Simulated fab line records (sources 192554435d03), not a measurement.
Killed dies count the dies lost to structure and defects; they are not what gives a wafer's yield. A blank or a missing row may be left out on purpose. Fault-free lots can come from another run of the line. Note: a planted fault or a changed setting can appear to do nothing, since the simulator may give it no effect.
Problem report in the 8D (eight disciplines) form, filled by code + flow n5-finfet + the parts of the form that need people (team, actions taken, sign-off) are left out

1. WHAT IS WRONG
Mean of run-length-s at N5_BEOL_M9_CVD_78: 226.7 s across 3 wafers in 2 lots; on wafers with no fault it is 161.7 s (standard deviation 0.57). So: +99 or more standard deviations from the usual mean.
The step: deposits Co from CCTBA/H2, target thk 2 nm, time 138.9 s.
Earliest sighting: wafer L305.2 on cvd-co-02 at day 13 01:07. The record has a number at this step for 33 wafers belonging to 11 lots. Rule for "out", or "out of limits": more than 4 standard deviations from the usual mean. Any other wafer with a number is counted as sound.

2. WHAT THIS IS AND IS NOT
| question                    | is                     | is not                                                                                 |
|-----------------------------|------------------------|----------------------------------------------------------------------------------------|
| which readings at this step | run-length-s           | -                                                                                      |
| which lots                  | L305, L310             | L295, L296, L297, L298, L300, L304, L306, L315, L317                                   |
| which wafers of those lots  | L305.2, L310.1, L310.4 | L305.1, L305.6, L310.2                                                                 |
| read on which tools         | cvd-co-02              | cvd-co-01                                                                              |
| when                        | from day 13 01:07      | up to then (20 sound wafers); but 10 sound wafers of L306, L310, L315, L317 came after |

3. SUSPECTS, AND WHAT RULES EACH OUT
Counting: if a tool at a process step up to the reading ran every lot that is out, it stays a suspect. Sound lots after the first of them don't rule it out here, since some wafers of a struck lot are sound.
- cvd-co-02 at N5_BEOL_M9_CVD_78 (deposits Co from CCTBA/H2, target thk 2 nm, time 138.9 s): kept. It ran every lot that is out, first L305 (day 13 01:07); its last sound lot up to then is L304 (day 12 23:16). Out on those wafers are its own readings of run-length-s.
- At N5_BEOL_M9_CVD_78, inside cvd-co-02: chamber 0 took the wafers that are out, while their sound lot-mates went through chambers 1, 2.
After counting, what remains is cvd-co-02 at N5_BEOL_M9_CVD_78.

4. THE CAUSE (what the simulator had put in)
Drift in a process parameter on cvd-co-02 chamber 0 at N5_BEOL_M9_CVD_78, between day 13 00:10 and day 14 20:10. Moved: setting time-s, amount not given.
The count eliminated every tool but this one.

5. THE CHAIN OF EFFECTS, in route order
Each row: a reading where the mean over the struck wafers with a number is more than 3 standard deviations away from the usual. Scope: only readings with a usual standard deviation given in the record; hours: median across lots of the time from each lot's start at the first step in this table that gives one to its start at this step; sigmas: change in usual standard deviations.
| hours | step              | reading      | usual   | on struck wafers | change | sigmas      |
|-------|-------------------|--------------|---------|------------------|--------|-------------|
| 0     | N5_BEOL_M9_CVD_78 | run-length-s | 161.7 s | 226.7            | +65.0  | +99 or more |
Here are the process steps it includes:
- N5_BEOL_M9_CVD_78: deposits Co from CCTBA/H2, target thk 2 nm, time 138.9 s.

6. HOW IT WOULD HAVE BEEN CAUGHT EARLIER
In this record the first reading out of limits was taken at day 13 01:07, 1 hour after the fault began at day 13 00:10.
